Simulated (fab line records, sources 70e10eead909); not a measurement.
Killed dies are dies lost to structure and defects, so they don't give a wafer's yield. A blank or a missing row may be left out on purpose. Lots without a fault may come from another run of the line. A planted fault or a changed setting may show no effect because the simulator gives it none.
fab line records | flow nand_harc
record lots=7 wafers=21 last_day=33
route steps=1302 shown A_CHANNEL_HOLE_D2@584 A_CHANNEL_FILL_D2@610 END@1302
lots that met no fault: from a run of the same line without faults
start_h: hours from the record's first day to the start of the lot's first wafer shown | wait_h: hours since the lot's step before | " the same as in the row above | L1.1+2: a row that stands for several wafers | - no value, or no start given | * or withheld: withheld | < > ~ a bound
route shown NAME@n: a module of which the file shows steps, and the number in the route of the first | usual: mean/standard deviation of fault-free wafers | same: alike in all rows | chamber/n: place in a boat | sites: the reading at each site | _std_site: their standard deviation | _edge_site: outer sites' mean less inner sites' | radius_mm: how far each site lies from the wafer's centre | mask NAME#n: copy n | behind: the tool/chamber that last shaped the wafer | hold: why the lot was held/for how many hours/how that ended | device: the transistor (n, p or np) that didn't switch | end of line: the same wafers' tests at the end of the route | a step without rows: its recipe alone | killed: dies lost to structure and defects at the first sort, not the wafer's yield | map: a wafer's dies, x killed, . not, _ none there
set.NAME: the setting as run; set.NAME@STEP: as run at that earlier step | model.NAME: the simulator's own value behind a step, which no gauge read
lots at some steps of the route; a table a step, a row a wafer
services: from which hour (start_h, from the record's first day; less than 0 if before it) a tool's chamber was out of use, for how many hours, and why
## steps
# step NHARC_A_CHANNEL_HOLE_D2_INSPECT_12
# usual raw_defect_count=35/24
# columns lot.wafer tool chamber start_h wait_h raw_defect_count
L700.1 defect_inspect-02 - 288.25 0.0 4
L700.3 " - " " 9
L700.6 " - " " 6
L702.1 defect_inspect-01 - 322.10 0.0 7
L702.4 " - " " 5
L702.6 " - " " 4
L717.2 defect_inspect-01 - 460.61 0.0 13
L717.4 " - " " 17
L717.5 " - " " 16
L718.1 defect_inspect-01 - 480.04 0.0 57
L718.2 " - " " 57
L718.6 " - " " 66
L719.3 defect_inspect-02 - 495.24 0.0 25
L719.4 " - " " 15
L719.6 " - " " 20
L720.1 defect_inspect-01 - 504.16 0.0 39
L720.4 " - " " 20
L720.6 " - " " 23
L722.1 defect_inspect-02 - 528.31 0.0 2
L722.2 " - " " 0
L722.5 " - " " 5
# step NHARC_A_CHANNEL_HOLE_D2_DESCUM_15
# recipe time_s=3 o2_flow_sccm=200 ar_flow_sccm=0 bias_power_w=0 chemistry=O2
# step NHARC_A_CHANNEL_HOLE_D2_ETCH_38
# recipe target_depth_a=390 over_etch_frac=0.3 time_s=65 ion_energy_ev=80 cf4_flow_sccm=150 ar_flow_sccm=0 rf_w=300 bias_w=100 chemistry=CF4
# usual cf4_flow_sccm=150.1/0.45 drypump_motor_current_A=5.9/0.57 oes_product_au=1.003/0.012 rf_vpp_V=151.3/1.1 showerhead_plenum_p_Torr=1.77/0.06 throttle_valve_pct=13.282/0.0082
# same over_etch_frac=0.3
# columns lot.wafer tool chamber start_h wait_h cf4_flow_sccm drypump_motor_current_A oes_product_au rf_hours_counter_h rf_vpp_V showerhead_plenum_p_Torr throttle_valve_pct
L700.1 rie_diel-12 0 288.40 0.1 150.4 5.7 1.029 1 149.7 1.83 13.284
L700.3 " 3 " " 150.8 6.2 1.004 1 150.6 1.70 13.264
L700.6 " 0 " " 150.3 5.7 1.026 - 152.4 1.83 13.276
L702.4 rie_diel-12 0 322.26 0.1 150.0 5.7 1.014 2 152.9 1.83 13.294
L702.1 " 1 " " 149.6 4.8 1.019 3 151.6 1.79 13.292
L702.6 " 3 " " 149.7 6.2 1.009 - 150.2 1.70 13.270
L717.4 rie_diel-12 3 460.76 0.1 149.6 6.3 1.005 0 150.0 1.70 13.302
L717.2 " 0 " " 150.0 5.7 1.029 0 153.8 1.83 13.289
L717.5 " 3 " " 150.0 6.2 1.011 - 150.1 1.70 13.274
L718.1 rie_diel-12 2 480.18 0.1 150.3 6.2 1.003 1 151.5 1.75 13.286
L718.2 " 0 " " 149.8 5.7 1.009 1 152.6 1.82 13.293
L718.6 " 2 " " 149.8 6.2 0.999 - 152.1 1.75 13.276
L719.4 rie_diel-12 0 495.39 0.1 150.3 5.7 0.997 2 152.5 1.82 13.283
L719.3 " 2 " " 151.0 6.2 1.001 3 150.3 1.75 13.278
L719.6 " 1 " " 150.2 4.9 1.007 - 151.6 1.79 13.285
L720.1 rie_diel-01 2 504.33 0.1 150.3 5.9 1.009 6 150.7 1.79 13.274
L720.4 " 0 " " 149.8 6.6 1.001 - 151.0 1.76 13.291
L720.6 " 3 " " 149.5 6.4 1.018 - 149.8 1.74 13.273
L722.1 rie_diel-12 3 528.46 0.1 150.7 6.2 0.998 4 150.8 1.69 13.288
L722.2 " 1 " " 149.9 4.9 1.002 4 150.7 1.79 13.272
L722.5 " 3 " " 150.6 6.2 1.000 - 150.6 1.70 13.271
# step NHARC_A_CHANNEL_HOLE_D2_ETCH_39
# recipe target_depth_a=2600 over_etch_frac=0.3 time_s=325 ion_energy_ev=200 n2_flow_sccm=150 h2_flow_sccm=150 ar_flow_sccm=0 rf_w=400 bias_w=150 chemistry=N2/H2
# usual drypump_motor_current_A=5.9/0.56 oes_product_au=1.001/0.011 rf_vpp_V=430.3/2.4 showerhead_plenum_p_Torr=2.03/0.078 throttle_valve_pct=14.170/0.0081
# same over_etch_frac=0.3
# columns lot.wafer tool chamber start_h wait_h drypump_motor_current_A oes_product_au rf_hours_counter_h rf_vpp_V showerhead_plenum_p_Torr throttle_valve_pct
L700.1 rie_diel-12 2 - - 6.2 0.985 1 430.3 2.01 14.166
L700.3 " 3 " " 6.3 0.999 1 428.0 1.95 14.174
L700.6 " 1 " " 4.8 1.017 - 432.0 2.07 14.183
L702.1 rie_diel-12 2 - - 6.2 0.983 3 430.0 2.01 14.170
L702.4 " 3 " " 6.2 0.991 2 427.8 1.95 14.188
L702.6 " 2 " " 6.2 0.989 - 428.2 2.01 14.174
L717.2 rie_diel-12 3 - - 6.2 0.992 0 426.9 1.95 14.169
L717.4 " 0 " " 5.7 1.010 0 432.6 2.11 14.169
L717.5 " 1 " " 4.9 1.010 - 429.9 2.06 14.170
L718.2 rie_diel-12 2 - - 6.2 0.998 1 430.6 2.01 14.172
L718.1 " 1 " " 4.9 1.009 1 431.2 2.06 14.171
L718.6 " 2 " " 6.2 1.010 - 429.5 2.01 14.172
L719.3 rie_diel-12 2 - - 6.2 1.004 3 430.1 2.01 14.167
L719.4 " 0 " " 5.7 1.010 2 431.8 2.11 14.163
L719.6 " 2 " " 6.2 1.000 - 428.5 2.01 14.180
L720.1 rie_diel-01 0 - - 6.7 0.981 7 430.2 2.03 14.175
L720.6 " 0 " " 6.7 0.983 - 429.8 2.03 14.166
L720.4 " 2 " " 5.9 0.996 - 431.6 2.07 14.171
L722.2 rie_diel-12 0 - - 5.7 1.005 4 432.1 2.11 14.170
L722.1 " 1 " " 4.9 1.009 4 431.7 2.06 14.173
L722.5 " 3 " " 6.3 1.009 - 427.4 1.95 14.176
# step NHARC_A_CHANNEL_HOLE_D2_ETCH_34
# recipe target_depth_a=1540 time_s=77 cf4_flow_sccm=100 chf3_flow_sccm=30 ar_flow_sccm=0 rf_w=500 bias_w=200 chemistry=CF4/CHF3
# usual cf4_flow_sccm=100.01/0.29 drypump_motor_current_A=5.9/0.56 oes_product_au=0.962/0.021 rf_vpp_V=370.6/2 showerhead_plenum_p_Torr=1.57/0.055 throttle_valve_pct=16.803/0.0091
# columns lot.wafer tool chamber start_h wait_h cf4_flow_sccm drypump_motor_current_A oes_product_au rf_hours_counter_h rf_vpp_V showerhead_plenum_p_Torr throttle_valve_pct
L700.3 rie_diel-12 0 - - 100.11 5.7 0.976 1 372.5 1.63 16.810
L700.1 " 1 " " 99.59 4.9 0.973 2 371.6 1.59 16.785
L700.6 " 2 " " 99.87 6.2 0.968 - 370.2 1.56 16.804
L702.4 rie_diel-12 0 - - 99.86 5.7 0.995 3 373.5 1.63 16.801
L702.1 " 1 " " 100.23 4.9 0.987 3 371.0 1.59 16.804
L702.6 " 3 " " 99.66 6.2 0.975 - 368.3 1.51 16.783
L717.2 rie_diel-12 0 - - 99.90 5.7 0.983 0 372.8 1.63 16.806
L717.4 " 1 " " 100.39 4.8 0.986 0 371.1 1.59 16.797
L717.5 " 1 " " 100.15 4.9 0.979 - 370.7 1.59 16.811
L718.1 rie_diel-12 1 - - 100.37 4.9 0.936 1 371.7 1.59 16.796
L718.2 " 3 " " 100.10 6.2 0.929 1 369.3 1.51 16.800
L718.6 " 0 " " 100.14 5.7 0.936 - 372.9 1.62 16.808
L719.4 rie_diel-12 2 - - 100.33 6.2 0.975 3 369.8 1.55 16.799
L719.3 " 3 " " 99.72 6.2 0.957 2 367.2 1.51 16.808
L719.6 " 3 " " 100.50 6.2 0.968 - 367.1 1.51 16.811
L720.1 rie_diel-01 0 - - 99.99 6.6 0.945 7 371.2 1.57 16.809
L720.4 " 3 " " 100.28 6.4 0.970 - 369.2 1.55 16.794
L720.6 " 0 " " 100.15 6.6 0.946 - 370.9 1.57 16.807
L722.2 rie_diel-12 0 - - 99.88 5.7 0.931 4 373.2 1.62 16.785
L722.1 " 1 " " 100.23 4.9 0.919 4 371.1 1.59 16.794
L722.5 " 2 " " 100.03 6.2 0.920 - 370.8 1.55 16.779
# step NHARC_A_CHANNEL_HOLE_D2_ETCH_16
# recipe target_depth_a=31000 over_etch_frac=0.3 time_s=806 ion_energy_ev=150 o2_flow_sccm=400 cos_flow_sccm=20 ar_flow_sccm=0 rf_w=500 bias_w=300 chemistry=O2/COS
# usual drypump_motor_current_A=5.9/0.55 oes_product_au=1.002/0.012 rf_vpp_V=313.9/1.8 showerhead_plenum_p_Torr=3.11/0.11 throttle_valve_pct=28.330/0.0089
# same over_etch_frac=0.3
# columns lot.wafer tool chamber start_h wait_h drypump_motor_current_A oes_product_au rf_hours_counter_h rf_vpp_V showerhead_plenum_p_Torr throttle_valve_pct
L700.1 rie_diel-12 3 - - 6.3 1.001 1 312.4 3.00 28.338
L700.3 " 0 " " 5.7 1.038 1 316.5 3.23 28.335
L700.6 " 2 " " 6.2 0.984 - 314.3 3.09 28.327
L702.1 rie_diel-12 0 - - 5.7 1.019 3 315.2 3.23 28.337
L702.4 " 1 " " 4.9 1.018 3 313.3 3.16 28.335
L702.6 " 0 " " 5.7 1.018 - 316.6 3.23 28.337
L717.4 rie_diel-12 1 - - 4.9 1.014 1 314.3 3.16 28.334
L717.2 " 2 " " 6.2 1.011 1 312.8 3.08 28.324
L717.5 " 1 " " 4.9 1.015 - 314.7 3.16 28.336
L718.1 rie_diel-12 2 - - 6.2 1.003 2 313.1 3.08 28.327
L718.2 " 3 " " 6.2 0.996 1 312.5 2.99 28.327
L718.6 " 2 " " 6.2 0.989 - 313.2 3.08 28.314
L719.3 rie_diel-12 2 - - 6.2 0.998 3 315.6 3.08 28.328
L719.4 " 3 " " 6.3 0.994 2 312.1 2.99 28.334
L719.6 " 3 " " 6.2 0.998 - 311.4 2.99 28.329
L720.1 rie_diel-01 0 - - 6.7 0.980 7 313.7 3.11 28.339
L720.6 " 2 " " 5.9 0.998 - 315.3 3.16 28.337
L720.4 " 3 " " 6.4 1.000 - 313.2 3.07 28.320
L722.1 rie_diel-12 0 - - 5.7 1.024 4 316.7 3.22 28.336
L722.2 " 1 " " 4.9 1.005 5 314.9 3.15 28.344
L722.5 " 1 " " 4.9 0.994 - 315.2 3.15 28.344
# step NHARC_A_CHANNEL_HOLE_D2_CD_MEAS_18
# usual cd_nm=98.8/2.5
# columns lot.wafer tool chamber start_h wait_h cd_nm
L700.1 cd_sem-03 - 289.42 - 99.0
L700.3 " - " " 98.7
L700.6 " - " " 94.0
L702.1 cd_sem-02 - 323.27 - 103.6
L702.4 " - " " 94.9
L702.6 " - " " 101.5
L717.2 cd_sem-02 - 461.78 - 99.3
L717.4 " - " " 101.0
L717.5 " - " " 97.6
L718.1 cd_sem-03 - 481.21 - 94.9
L718.2 " - " " 99.5
L718.6 " - " " 98.1
L719.3 cd_sem-01 - 496.42 - 97.4
L719.4 " - " " 100.0
L719.6 " - " " 98.6
L720.1 cd_sem-01 - 505.54 - 100.7
L720.4 " - " " 96.3
L720.6 " - " " 94.7
L722.1 cd_sem-01 - 529.48 - 93.6
L722.2 " - " " 97.7
L722.5 " - " " 96.2
# step NHARC_A_CHANNEL_HOLE_D2_ETCH_19
# recipe bias_v=1200 source_w=2500 pressure_mtorr=15 time_s=34.5 ar_flow_sccm=375 c4f8_flow_sccm=28.8 o2_flow_sccm=96.2 temp_c=-20 target_depth_a=* chemistry=C4F8/O2/Ar
# step NHARC_A_CHANNEL_HOLE_D2_ETCH_20
# recipe bias_v=3000 source_w=withheld pressure_mtorr=20 time_s=361.9 ar_flow_sccm=375 c4f8_flow_sccm=89.3 o2_flow_sccm=35.7 temp_c=-20 target_depth_a=16000 chemistry=C4F8/O2/Ar
# step NHARC_A_CHANNEL_HOLE_D2_ETCH_21
# recipe bias_v=3000 source_w=withheld pressure_mtorr=20 time_s=514.3 ar_flow_sccm=375 c4f8_flow_sccm=89.3 o2_flow_sccm=35.7 temp_c=-20 target_depth_a=16000 chemistry=C4F8/O2/Ar
# step NHARC_A_CHANNEL_HOLE_D2_ETCH_22
# recipe bias_v=3000 source_w=withheld pressure_mtorr=20 time_s=666.7 ar_flow_sccm=375 c4f8_flow_sccm=89.3 o2_flow_sccm=35.7 temp_c=-20 target_depth_a=16000 chemistry=C4F8/O2/Ar
# step NHARC_A_CHANNEL_HOLE_D2_ETCH_23
# recipe bias_v=5000 source_w=withheld pressure_mtorr=20 time_s=819 ar_flow_sccm=375 c4f8_flow_sccm=89.3 o2_flow_sccm=35.7 temp_c=-20 target_depth_a=16000 chemistry=C4F8/O2/Ar
# step NHARC_A_CHANNEL_HOLE_D2_ETCH_24
# recipe bias_v=5000 source_w=withheld pressure_mtorr=20 time_s=906.2 ar_flow_sccm=375 c4f8_flow_sccm=93.8 o2_flow_sccm=31.2 temp_c=-20 target_depth_a=15000 chemistry=C4F8/O2/Ar
# usual drypump_motor_current_A=5.5/0.45 showerhead_plenum_p_Torr=3.66/0.12 throttle_valve_pct=32.237/0.0096
# columns lot.wafer tool chamber start_h wait_h drypump_motor_current_A rf_hours_counter_h showerhead_plenum_p_Torr throttle_valve_pct
L700.1 har_etch-02 0 291.64 0.6 5.6 351 3.55 32.227
L700.3 " 1 " " 5.5 - 3.72 32.227
L700.6 " 1 " " 5.5 - 3.72 32.243
L702.1 har_etch-01 0 325.47 0.6 4.8 173 3.68 32.242
L702.4 " 0 " " 4.8 - 3.68 32.239
L702.6 " 1 " " 6.0 - 3.58 32.231
L717.2 har_etch-01 0 466.71 0.6 4.8 260 3.64 32.240
L717.4 " 0 " " 4.8 - 3.64 32.244
L717.5 " 1 " " 6.1 - 3.53 32.245
L718.2 har_etch-01 0 483.41 0.6 4.8 272 3.63 32.222
L718.1 " 1 " " 6.1 272 3.52 32.254
L718.6 " 0 " " 4.8 - 3.63 32.244
L719.3 har_etch-01 1 498.88 0.6 6.1 - 3.52 32.231
L719.4 " 0 " " 4.8 - 3.63 32.236
L719.6 " 1 " " 6.1 - 3.52 32.234
L720.1 har_etch-02 1 508.73 0.6 5.5 67 3.66 32.227
L720.4 " 0 " " 5.6 - 3.89 32.228
L720.6 " 0 " " 5.5 - 3.89 32.247
L722.2 har_etch-02 1 531.70 0.6 5.5 79 3.65 32.227
L722.1 " 0 " " 5.6 79 3.88 32.233
L722.5 " 0 " " 5.6 - 3.88 32.237
# step NHARC_A_CHANNEL_HOLE_D2_ETCH_25
# recipe bias_v=5000 source_w=withheld pressure_mtorr=20 time_s=1040.2 ar_flow_sccm=375 c4f8_flow_sccm=93.8 o2_flow_sccm=31.2 temp_c=-20 target_depth_a=15000 chemistry=C4F8/O2/Ar
# step NHARC_A_CHANNEL_HOLE_D2_ETCH_26
# recipe bias_v=300 source_w=2000 pressure_mtorr=30 time_s=224.1 ar_flow_sccm=375 c4f8_flow_sccm=11.4 o2_flow_sccm=113.6 temp_c=-20 target_depth_a=3000 chemistry=C4F8/O2/Ar
# step NHARC_A_CHANNEL_HOLE_D2_ETCH_27
# recipe bias_v=400 source_w=2000 pressure_mtorr=25 time_s=90 ar_flow_sccm=375 c4f8_flow_sccm=41.7 o2_flow_sccm=83.3 temp_c=-20 target_depth_a=4000 chemistry=C4F8/O2/Ar
# step NHARC_A_CHANNEL_HOLE_D2_STRIP_41
# recipe n2_flow_sccm=150 h2_flow_sccm=150 ar_flow_sccm=0 bias_w=0 chemistry=N2/H2
# step NHARC_A_CHANNEL_HOLE_D2_STRIP_42
# recipe cf4_flow_sccm=100 chf3_flow_sccm=30 ar_flow_sccm=0 bias_w=0 chemistry=CF4/CHF3
# step NHARC_A_CHANNEL_HOLE_D2_STRIP_43
# recipe o2_flow_sccm=400 cos_flow_sccm=20 ar_flow_sccm=0 bias_w=0 chemistry=O2/COS
# step NHARC_A_CHANNEL_HOLE_D2_ETCH_44
# recipe target_depth_a=1400 overetch_a=140 time_s=77 ion_energy_ev=100 cf4_flow_sccm=80 o2_flow_sccm=20 ar_flow_sccm=0 rf_w=300 bias_w=100 chemistry=CF4/O2
# step NHARC_A_CHANNEL_HOLE_D2_STRIP_28
# recipe o2_flow_sccm=500 ar_flow_sccm=0 bias_w=0 chemistry=O2
# usual drypump_motor_current_A=5.9/0.57 oes_product_au=1.002/0.011 rf_vpp_V=57.6/0.84 showerhead_plenum_p_Torr=3.50/0.12 throttle_valve_pct=17.036/0.0086
# columns lot.wafer tool chamber start_h wait_h drypump_motor_current_A oes_product_au rf_hours_counter_h rf_vpp_V showerhead_plenum_p_Torr throttle_valve_pct
L700.1 rie_diel-12 2 - - 6.2 1.000 2.0 56.8 3.49 17.044
L700.3 " 0 " " 5.7 1.026 1.7 59.1 3.65 17.042
L700.6 " 1 " " 4.9 1.026 - 57.5 3.57 17.050
L702.4 rie_diel-01 0 - - 6.7 0.996 5.2 57.4 3.52 17.034
L702.1 " 2 " " 5.9 1.002 4.6 57.2 3.58 17.026
L702.6 " 0 " " 6.7 1.001 - 58.5 3.52 17.042
L717.4 rie_diel-12 1 - - 4.9 1.001 1.2 57.0 3.57 17.035
L717.2 " 3 " " 6.3 0.994 0.8 57.8 3.38 17.032
L717.5 " 1 " " 4.9 1.011 - 58.8 3.57 17.043
L718.2 rie_diel-12 2 - - 6.2 1.011 2.1 58.3 3.48 17.041
L718.1 " 3 " " 6.2 1.012 1.4 56.5 3.38 17.017
L718.6 " 1 " " 4.9 1.010 - 57.7 3.57 17.034
L719.3 rie_diel-01 0 - - 6.7 0.990 6.8 58.2 3.51 17.024
L719.4 " 3 " " 6.4 1.008 5.8 57.1 3.47 17.049
L719.6 " 1 " " 5.4 1.010 - 57.6 3.31 17.031
L720.4 rie_diel-01 0 - - 6.7 0.996 8.3 57.2 3.51 17.035
L720.1 " 3 " " 6.5 1.008 7.7 56.7 3.47 17.048
L720.6 " 0 " " 6.7 0.986 - 57.9 3.51 17.030
L722.1 rie_diel-01 2 - - 5.9 1.014 10.5 58.1 3.57 17.030
L722.2 " 3 " " 6.5 1.013 9.3 57.1 3.47 17.044
L722.5 " 2 " " 5.9 0.997 - 57.8 3.57 17.036
# step NHARC_A_CHANNEL_HOLE_D2_PRECLEAN_29
# recipe time_s=* temp_c=50 bath_age_min=0 chemistry=SC1
# step NHARC_A_CHANNEL_HOLE_D2_SRD_30
# step NHARC_A_CHANNEL_HOLE_D2_CD_MEAS_31
# usual cd_nm=90.1/1.3
# columns lot.wafer tool chamber start_h wait_h cd_nm
L700.1 cd_sem-02 - 295.04 - 90.1
L700.3 " - " " 89.7
L700.6 " - " " 89.5
L702.1 cd_sem-03 - 328.86 - 90.3
L702.4 " - " " 89.8
L702.6 " - " " 90.2
L717.2 cd_sem-01 - 470.00 - 90.9
L717.4 " - " " 93.0
L717.5 " - " " 91.2
L718.1 cd_sem-02 - 486.80 - 92.2
L718.2 " - " " 92.6
L718.6 " - " " 93.3
L719.3 cd_sem-01 - 502.00 - 91.2
L719.4 " - " " 90.4
L719.6 " - " " 89.9
L720.1 cd_sem-03 - 512.12 - 91.4
L720.4 " - " " 89.2
L720.6 " - " " 90.2
L722.1 cd_sem-02 - 535.10 - 90.8
L722.2 " - " " 89.6
L722.5 " - " " 91.6
# step NHARC_A_CHANNEL_HOLE_D2_XSEM_32
# recipe landing_energy_ev=35000
# step NHARC_A_CHANNEL_HOLE_D2_INSPECT_40
# usual raw_defect_count=289/88
# columns lot.wafer tool chamber start_h wait_h raw_defect_count
L700.1 defect_inspect-02 - 295.22 - 252
L700.3 " - " " 243
L700.6 " - " " 227
L702.1 defect_inspect-02 - 329.05 - 180
L702.4 " - " " 236
L702.6 " - " " 163
L717.2 defect_inspect-01 - 470.19 - 942
L717.4 " - " " 1107
L717.5 " - " " 1007
L718.1 defect_inspect-01 - 486.98 - 967
L718.2 " - " " 932
L718.6 " - " " 948
L719.3 defect_inspect-01 - 502.20 - 1034
L719.4 " - " " 994
L719.6 " - " " 1038
L720.1 defect_inspect-01 - 512.31 - 150
L720.4 " - " " 271
L720.6 " - " " 157
L722.1 defect_inspect-02 - 535.28 - 233
L722.2 " - " " 142
L722.5 " - " " 279
# step NHARC_A_CHANNEL_FILL_D2_PRECLEAN_00
# recipe time_s=* temp_c=50 bath_age_min=0 chemistry=SC1
# step NHARC_END_SORT_01
# recipe temp_c=25
# usual killed_at_array=57/19 killed_at_other=0.9/1.1 killed_at_periphery=4.0/2.6 killed_dies=62/19 killed_open=3.3/1.8 killed_short=2.4/1.7
# same gross_dies=677
# columns lot.wafer tool chamber start_h wait_h killed_at_array killed_at_other killed_at_periphery killed_dies killed_open killed_short
L717.2 prober-02 0 727.33 2.8 104 1 5 110 3 2
L717.4 prober-02 0 728.95 3.4 123 1 4 128 3 4
L717.5 prober-02 0 729.76 3.8 82 3 7 92 3 2
L718.1 prober-01 0 750.48 2.5 109 0 11 120 5 3
L718.2 prober-01 0 751.27 2.8 140 0 5 145 2 1
L718.6 prober-01 0 754.44 4.0 114 0 5 119 3 2
L719.3 prober-01 0 762.81 3.1 84 1 8 93 1 3
L719.4 prober-01 0 763.60 3.4 127 1 4 132 4 3
L719.6 prober-01 0 765.20 4.0 91 0 10 101 2 3
# killed by level:class
L717.2 A_CHANNEL_HOLE_D2:unspecified=81 A_CHANNEL_HOLE_D2:chamber_film_flake=6 A_SLIT:chamber_film_flake=6 P_ZERO_WELL:chamber_film_flake=4 A_CONTACT:chamber_film_flake=4 P_M0:geometric_particle:open=1 A_ONON_D1:geometric_particle:open=1 A_DECK1_JOINT:geometric_particle:short=1
L717.4 A_CHANNEL_HOLE_D2:unspecified=89 A_SLIT:chamber_film_flake=14 A_CHANNEL_HOLE_D2:chamber_film_flake=6 A_CONTACT:chamber_film_flake=4 P_ZERO_WELL:chamber_film_flake=3 A_CHANNEL_FILL_D2:chamber_film_flake=2 A_CHANNEL_HOLE_D1:chamber_film_flake=2 P_CONTACT:geometric_particle:short=1
L717.5 A_CHANNEL_HOLE_D2:unspecified=36 A_SLIT:chamber_film_flake=29 A_CONTACT:chamber_film_flake=7 P_ZERO_WELL:chamber_film_flake=6 THIN_TSV:chamber_film_flake=3 A_CHANNEL_HOLE_D2:chamber_film_flake=2 P_M0:geometric_particle:open=1 A_CHANNEL_FILL_D1:geometric_particle:short=1
L718.1 A_CHANNEL_HOLE_D2:unspecified=36 A_SLIT:chamber_film_flake=34 A_CHANNEL_HOLE_D1:chamber_film_flake=22 A_CONTACT:chamber_film_flake=6 P_BONDPAD:chamber_film_flake=4 P_CONTACT:geometric_particle:open=2 P_ZERO_WELL:chamber_film_flake=2 A_DECK1_JOINT:chamber_film_flake=2
L718.2 A_CHANNEL_HOLE_D2:unspecified=86 A_CHANNEL_HOLE_D1:chamber_film_flake=24 A_SLIT:chamber_film_flake=14 P_BONDPAD:chamber_film_flake=3 A_WL_FILL:chamber_film_flake=3 A_CONTACT:chamber_film_flake=3 A_CHANNEL_HOLE_D2:chamber_film_flake=2 A_STAIRCASE:chamber_film_flake=2
L718.6 A_CHANNEL_HOLE_D2:unspecified=71 A_CHANNEL_HOLE_D1:chamber_film_flake=13 A_CONTACT:chamber_film_flake=7 A_SLIT:chamber_film_flake=6 A_CHANNEL_HOLE_D2:chamber_film_flake=5 A_SGD_CUT:chamber_film_flake=4 P_GATE:chamber_film_flake=3 A_WL_FILL:chamber_film_flake=2
L719.3 A_CHANNEL_HOLE_D2:unspecified=36 A_SLIT:chamber_film_flake=27 A_CHANNEL_HOLE_D1:chamber_film_flake=9 P_CONTACT:chamber_film_flake=5 A_CHANNEL_HOLE_D2:chamber_film_flake=4 A_STAIRCASE:chamber_film_flake=2 P_CONTACT:geometric_particle:short=1 A_ONON_D1:geometric_particle:open=1
L719.4 A_CHANNEL_HOLE_D2:unspecified=87 A_SLIT:chamber_film_flake=14 A_STAIRCASE:chamber_film_flake=12 A_CHANNEL_HOLE_D1:chamber_film_flake=4 P_GATE:chamber_film_flake=2 P_CONTACT:geometric_particle:short=1 A_ONON_D1:geometric_particle:open=1 A_CHANNEL_FILL_D1:geometric_particle:short=1
L719.6 A_SLIT:chamber_film_flake=33 A_CHANNEL_HOLE_D2:unspecified=31 A_STAIRCASE:chamber_film_flake=9 A_CHANNEL_HOLE_D1:chamber_film_flake=6 P_CONTACT:chamber_film_flake=4 A_CHANNEL_HOLE_D2:chamber_film_flake=4 A_CONTACT:chamber_film_flake=3 P_GATE:chamber_film_flake=2
## services
# columns tool chamber start_h hours kind
rie_diel-12 - 268.40 9.0 pm
rie_diel-12 0 268.40 9.0 vent_cycle
rie_diel-12 1 268.40 9.0 vent_cycle
rie_diel-12 2 268.40 9.0 vent_cycle
rie_diel-12 3 268.40 9.0 vent_cycle
rie_diel-12 0 277.40 - clean
rie_diel-12 1 277.40 - clean
rie_diel-12 2 277.40 - clean
rie_diel-12 3 277.40 - clean
rie_diel-01 1 283.32 3.1 repair
rie_diel-01 3 291.85 2.0 repair
rie_diel-12 0 301.90 - clean
rie_diel-12 1 301.90 - clean
rie_diel-12 2 301.90 - clean
rie_diel-12 3 301.90 - clean
rie_diel-12 2 318.60 1.7 repair
rie_diel-12 1 344.53 3.6 repair
har_etch-02 - 377.87 17.0 pm
rie_diel-01 - 380.84 9.0 pm
rie_diel-12 2 428.09 7.7 repair
rie_diel-12 - 445.40 9.0 pm
rie_diel-12 - 492.39 0.2 repair
rie_diel-01 1 503.60 3.7 repair
rie_diel-01 - 531.81 0.4 repair
## key
first_sign step=NHARC_A_CHANNEL_HOLE_D2_INSPECT_40 reading=raw_defect_count direction=up sigmas=8 usual=289 struck=997
effect step=NHARC_END_SORT_01 reading=killed_dies direction=up sigmas=2.9 usual=62 struck=116 wafers_moved=6
more_kills_born_at NHARC_A_CHANNEL_HOLE_D2_ETCH_24@har_etch-01=374
met_at NHARC_A_CHANNEL_HOLE_D2_ETCH_24
struck_wafers L717.2,L717.4,L717.5,L718.1,L718.2,L718.6,L719.3,L719.4,L719.6
tester_left_out L717,L718,L719
onset_between 325.47 466.71
fault kind=chamber_particle_source tool=har_etch-01 chamber=- onset_h=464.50 steps=NHARC_A_CHANNEL_HOLE_D2_ETCH_24 rate_per_visit_cm2=1.0931 end_h=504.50
# tester_left_out: of these lots the tester's yield and bins aren't shown, on N5 and GAA mostly nor the transistor test; their killed dies are dies lost to structure and defects alone, not to doping, threshold or leakage, so they don't give the yield
